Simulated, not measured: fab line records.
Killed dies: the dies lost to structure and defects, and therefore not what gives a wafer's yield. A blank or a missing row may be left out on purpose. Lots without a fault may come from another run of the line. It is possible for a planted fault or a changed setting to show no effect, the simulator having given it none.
Which tool was responsible? | flow nand harc | 36 wafers from 12 lots sampled at 4 of the route's 1159 steps

== WHAT THE GAUGES READ, wafer by wafer ==
NHARC_P_GATE_CD_MEAS_59 targets a cd of 720 nm. Usual: cd nm at 719.7 nm, with a standard deviation of 1.6.
lot  | measured     | on        | cd nm (nm)        | flag
L469 | day 6 01:46  | cd sem-01 | 719.3 721.1 720.0 |
L468 | day 6 03:12  | cd sem-03 | 719.9 719.4 720.0 |
L471 | day 6 20:23  | cd sem-01 | 723.6 721.7 721.6 |
L475 | day 7 10:58  | cd sem-02 | 718.0 718.3 717.2 |
L477 | day 8 13:39  | cd sem-01 | 721.4 719.0 717.6 |
L479 | day 8 14:02  | cd sem-01 | - - -             | OFF
L484 | day 9 19:35  | cd sem-03 | 718.7 719.6 720.8 |
L485 | day 10 01:19 | cd sem-03 | 720.8 721.6 719.8 |
L486 | day 10 01:47 | cd sem-01 | 720.3 719.5 718.0 |
L487 | day 10 12:31 | cd sem-03 | 718.2 719.1 718.3 |
L488 | day 10 12:41 | cd sem-02 | 719.3 719.6 721.1 |
L489 | day 11 02:57 | cd sem-01 | 719.3 721.2 719.4 |

== WHAT TOOL EACH LOT RAN ON (gives the tool, then ch and the chambers of the sampled wafers, and finally the start) ==
lot  | NHARC_P_GATE_DEP_103           | NHARC_P_GATE_ETCH_104             | NHARC_P_GATE_EXPOSE_56
L469 | pecvd-01 ch 0,1, day 5 11:06   | rie diel-12 ch 0,1, day 5 12:07   | krf scanner-04 ch 0, day 6 01:36
L468 | pecvd-04 ch 1,2, day 5 12:26   | rie diel-10 ch 0,1,2, day 5 13:22 | krf scanner-04 ch 0, day 6 03:03
L471 | pecvd-04 ch 0,2, day 6 06:12   | rie diel-13 ch 1,2,3, day 6 07:01 | krf scanner-04 ch 0, day 6 20:14
L475 | pecvd-01 ch 0,1, day 6 20:35   | rie diel-13 ch 2,3, day 6 21:23   | krf scanner-02 ch 0, day 7 10:49
L477 | pecvd-03 ch 0,1,2, day 7 23:19 | rie diel-12 ch 0,1,3, day 8 00:16 | krf scanner-02 ch 0, day 8 13:30
L479 | pecvd-04 ch 0,1, day 7 23:25   | rie diel-13 ch 0,1, day 8 00:25   | krf scanner-04 ch 0, day 8 13:53
L484 | pecvd-01 ch 0,1, day 9 03:06   | rie diel-13 ch 0,1,3, day 9 04:04 | krf scanner-01 ch 0, day 9 19:26
L485 | pecvd-03 ch 0,2, day 9 10:43   | rie diel-10 ch 0,2,3, day 9 11:32 | krf scanner-01 ch 0, day 10 01:09
L486 | pecvd-03 ch 0,2, day 9 10:55   | rie diel-13 ch 0,1,2, day 9 11:53 | krf scanner-04 ch 0, day 10 01:38
L487 | pecvd-03 ch 0,1,2, day 9 21:50 | rie diel-12 ch 0,1,3, day 9 22:40 | krf scanner-04 ch 0, day 10 12:22
L488 | pecvd-04 ch 1,2, day 9 22:04   | rie diel-12 ch 0,2,3, day 9 23:01 | krf scanner-02 ch 0, day 10 12:31
L489 | pecvd-04 ch 1,2, day 10 12:21  | rie diel-12 ch 0,3, day 10 13:20  | krf scanner-01 ch 0, day 11 02:47
- NHARC_P_GATE_DEP_103: deposits SiON, target thk 30 nm.
- NHARC_P_GATE_ETCH_104: etches the open film in CF4/CHF3, target depth 60 nm.
- NHARC_P_GATE_EXPOSE_56: exposes mask P PSD, target cd 720 nm.

== WHAT THE TOOLS THEMSELVES READ (means of the sampled wafers that have a number; where no wafer has one, the mark that the record gives instead) ==
NHARC_P_GATE_DEP_103. Usual: heater power w at 773 W, with a standard deviation of 93.
lot  | tool     | heater power w (W) | flag
L469 | pecvd-01 | 825                |
L468 | pecvd-04 | 648                |
L471 | pecvd-04 | 732                |
L475 | pecvd-01 | 754                |
L477 | pecvd-03 | 865                |
L479 | pecvd-04 | 653                |
L484 | pecvd-01 | 806                |
L485 | pecvd-03 | 761                |
L486 | pecvd-03 | 765                |
L487 | pecvd-03 | 773                |
L488 | pecvd-04 | 662                |
L489 | pecvd-04 | 684                |

NHARC_P_GATE_ETCH_104. Usual: drypump motor current A 5.8 A, standard deviation 0.5; oes product au 0.951 a.u., standard deviation 0.022; rf vpp V 370.4 V, standard deviation 2.2; showerhead plenum p Torr 1.57 Torr, standard deviation 0.062; throttle valve pct 16.802 %, standard deviation 0.009.
lot  | tool        | drypump motor current A (A) | oes product au (a.u.) | rf vpp V (V) | showerhead plenum p Torr (Torr) | throttle valve pct (%) | flag
L469 | rie diel-12 | 5.8                         | 0.926                 | 368.1        | 1.49                            | 16.805                 |
L468 | rie diel-10 | 5.4                         | 0.957                 | 369.8        | 1.57                            | 16.803                 |
L471 | rie diel-13 | 6.2                         | 0.984                 | 369.4        | 1.55                            | 16.805                 |
L475 | rie diel-13 | 6.1                         | 0.944                 | 369.8        | 1.54                            | 16.802                 |
L477 | rie diel-12 | 5.8                         | 0.949                 | 369.4        | 1.55                            | 16.796                 |
L479 | rie diel-13 | 6.3                         | 0.978                 | 370.1        | 1.57                            | 16.803                 |
L484 | rie diel-13 | 6.2                         | 0.974                 | 371.2        | 1.56                            | 16.800                 |
L485 | rie diel-10 | 5.5                         | 0.963                 | 369.4        | 1.54                            | 16.794                 |
L486 | rie diel-13 | 6.1                         | 0.958                 | 369.0        | 1.55                            | 16.799                 |
L487 | rie diel-12 | 5.8                         | 0.970                 | 370.0        | 1.55                            | 16.807                 |
L488 | rie diel-12 | 5.7                         | 0.950                 | 371.2        | 1.59                            | 16.813                 |
L489 | rie diel-12 | 5.4                         | 0.922                 | 368.4        | 1.52                            | 16.795                 |

NHARC_P_GATE_EXPOSE_56. Usual: focus offset nm at 0.1 nm, with a standard deviation of 0.52.
lot  | tool           | focus offset nm (nm) | flag
L469 | krf scanner-04 | 0.1                  |
L468 | krf scanner-04 | 0.6                  |
L471 | krf scanner-04 | -0.1                 |
L475 | krf scanner-02 | -0.2                 |
L477 | krf scanner-02 | 0.3                  |
L479 | krf scanner-04 | -0.2                 |
L484 | krf scanner-01 | 0.7                  |
L485 | krf scanner-01 | -0.4                 |
L486 | krf scanner-04 | 0.4                  |
L487 | krf scanner-04 | 0.5                  |
L488 | krf scanner-02 | -0.1                 |
L489 | krf scanner-01 | 0.8                  |

== THE ANSWER, worked out from the rows above alone ==
Rule: a lot counts as off when the mean over its wafers that have a number is more than 3 standard deviations away from the usual mean. A lot without any number at a reading at which 4 lots or more have one is off too. Where the step has rows for the other lots, those lots are counted as sound. First the gauges in route order, then the tools' own readings, where a lot's mean is used as printed above. The first step at which some lot is off is used, and at that step the reading that is off furthest; a lot without a number counts as furthest.
Off at NHARC_P_GATE_CD_MEAS_59 (cd nm): L479. Without a number there: L479.
A tool fits if, at a process step before that reading, it ran every lot that is off, and no sound lot after the first of them. Those tools and the gauges at NHARC_P_GATE_CD_MEAS_59 are tried in the same way. No candidate that was tried fits.

== WHAT THE SIMULATOR HAD PUT IN ==
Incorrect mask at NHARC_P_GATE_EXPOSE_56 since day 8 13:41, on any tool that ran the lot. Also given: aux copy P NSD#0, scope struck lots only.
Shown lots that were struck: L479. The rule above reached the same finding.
